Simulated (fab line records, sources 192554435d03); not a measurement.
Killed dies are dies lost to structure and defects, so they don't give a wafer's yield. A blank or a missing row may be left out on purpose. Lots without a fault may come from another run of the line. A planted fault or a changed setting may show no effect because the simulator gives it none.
Split-lot experiment | flow n5_finfet | 7 lots, 39 wafers read, on a route of 1938 steps

THE SPLIT
At N5_DUMMY_GATE_ETCH_31 (etches SiO2 in C4F6/O2, target depth 82.5 nm, time 27.5 s), the setting target_depth_a was moved away from the recipe's 825 angstrom on 15 of the 39 wafers read, by -10.7% to +5.7%. The other wafers ran this setting at the recipe's value.

The reading is taken at the split's own step.

THE READING
SOC_of_DUMMY_GATE_COAT_34.thk_nm (the simulator's own value, which no gauge read), in nm, at N5_DUMMY_GATE_ETCH_31 (etches SiO2 in C4F6/O2, target depth 82.5 nm, time 27.5 s). The file gives no usual value for it. The 24 wafers here that ran the recipe average 51.8 nm, standard deviation 0.18 nm.

wafer  | tool, chamber at the split | target_depth_a as run, angstrom | against the recipe | SOC_of_DUMMY_GATE_COAT_34.thk_nm, nm | against lot-mates on the recipe
L075.1 | rie_diel-02, 2             | 825                             | recipe             | 52                                   | -
L075.2 | rie_diel-02, 1             | 773.6                           | -6.2%              | 52.4                                 | +0.6
L075.3 | rie_diel-02, 3             | 773.6                           | -6.2%              | 52.6                                 | +0.8
L075.4 | rie_diel-02, 0             | 773.6                           | -6.2%              | 52.4                                 | +0.6
L075.5 | rie_diel-02, 0             | 825                             | recipe             | 51.8                                 | -
L075.6 | rie_diel-02, 1             | 825                             | recipe             | 51.6                                 | -
L077.1 | rie_diel-03, 0             | 763.9                           | -7.4%              | 52.2                                 | +0.5
L077.2 | rie_diel-03, 1             | 825                             | recipe             | 51.6                                 | -
L077.3 | rie_diel-03, 3             | 763.9                           | -7.4%              | 52.2                                 | +0.5
L077.4 | rie_diel-03, 2             | 763.9                           | -7.4%              | 52.6                                 | +0.9
L077.5 | rie_diel-03, 1             | 825                             | recipe             | 51.8                                 | -
L077.6 | rie_diel-03, 0             | 825                             | recipe             | 51.6                                 | -
L087.1 | rie_diel-02, 3             | 825                             | recipe             | 51.8                                 | -
L087.2 | rie_diel-02, 1             | 871.7                           | +5.7%              | 51.2                                 | -0.7
L087.3 | rie_diel-02, 2             | 871.7                           | +5.7%              | 51.6                                 | -0.3
L087.4 | rie_diel-02, 0             | 825                             | recipe             | 51.8                                 | -
L087.5 | rie_diel-02, 1             | 871.7                           | +5.7%              | 51.4                                 | -0.5
L087.6 | rie_diel-02, 2             | 825                             | recipe             | 52                                   | -
L090.1 | rie_diel-02, 1             | 825                             | recipe             | 51.8                                 | -
L090.2 | rie_diel-02, 3             | 736.4                           | -10.7%             | 52.8                                 | +0.9
L090.3 | rie_diel-02, 0             | 825                             | recipe             | 51.8                                 | -
L090.4 | rie_diel-02, 2             | 825                             | recipe             | 52                                   | -
L090.5 | rie_diel-02, 3             | 736.4                           | -10.7%             | 52.8                                 | +0.9
L090.6 | rie_diel-02, 0             | 736.4                           | -10.7%             | 52.6                                 | +0.7
L091.1 | rie_diel-02, 3             | 825                             | recipe             | 52                                   | -
L091.2 | rie_diel-02, 0             | 755.7                           | -8.4%              | 52.4                                 | +0.4
L091.3 | rie_diel-02, 1             | 755.7                           | -8.4%              | 52.4                                 | +0.4
L091.4 | rie_diel-02, 2             | 825                             | recipe             | 52                                   | -
L091.5 | rie_diel-02, 2             | 755.7                           | -8.4%              | 52.6                                 | +0.6
L091.6 | rie_diel-02, 1             | 825                             | recipe             | 52                                   | -
L093.2 | rie_diel-02, 2             | 825                             | recipe             | 51.8                                 | -
L093.4 | rie_diel-02, 0             | 825                             | recipe             | 51.6                                 | -
L093.6 | rie_diel-02, 1             | 825                             | recipe             | 51.6                                 | -
L096.1 | rie_diel-03, 2             | 825                             | recipe             | 52                                   | -
L096.2 | rie_diel-03, 3             | 825                             | recipe             | 51.6                                 | -
L096.3 | rie_diel-03, 0             | 825                             | recipe             | 51.6                                 | -
L096.4 | rie_diel-03, 3             | 825                             | recipe             | 51.6                                 | -
L096.5 | rie_diel-03, 0             | 825                             | recipe             | 51.6                                 | -
L096.6 | rie_diel-03, 2             | 825                             | recipe             | 52.2                                 | -

THE FIT
A straight line over all 39 wafers: SOC_of_DUMMY_GATE_COAT_34.thk_nm changes by -0.0823 nm for each +1% of target_depth_a; r = -0.90; the points scatter about the line by 0.18 nm.
The same after taking each lot's own level away (the mean of its wafers on the recipe; 39 wafers): -0.0799 nm for each +1%; r = -0.91; scatter 0.17 nm.
On that fit, the largest move of target_depth_a shifts the reading by 0.86 nm.
The lots' own levels span 51.67 to 52.00 nm, that is 1.8 times the standard deviation above.
So the lot-to-lot level changes the slope little: the two slopes agree.
Check: with one of the wafers moved furthest among these (-10.7%) left out of the fit, the line predicts +0.85 nm for it against its lot-mates. It came out at +0.933 nm against them.

OTHER SPLITS ON THESE WAFERS
These wafers also went through other splits before the reading. Each is held against what the fit with the lots' levels taken away leaves over:
other split on the same wafers | wafers away from the commonest value | r with SOC_of_DUMMY_GATE_COAT_34.thk_nm (lot level and that fit taken away)
N5_DUMMY_GATE_ETCH_37 source_w | 15                                   | +0.01

THE WHOLE CHAIN: every reading that the file lists as answering this split, in the file's order
step                  | what it does                                              | reading                                                                           | change (the file's fit)                | r (the file's)
N5_DUMMY_GATE_ETCH_31 | etches SiO2 in C4F6/O2, target depth 82.5 nm, time 27.5 s | etch.depth_nm (the simulator's own value, which no gauge read)                    | +0.836 nm for each +1% of the setting  | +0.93
N5_DUMMY_GATE_ETCH_31 | etches SiO2 in C4F6/O2, target depth 82.5 nm, time 27.5 s | SOC_of_DUMMY_GATE_COAT_34.thk_nm (the simulator's own value, which no gauge read) | -0.0801 nm for each +1% of the setting | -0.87

THE FILE'S OWN FIT
SOC_of_DUMMY_GATE_COAT_34.thk_nm changes by -0.0801 nm for each +1% of target_depth_a, r = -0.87.
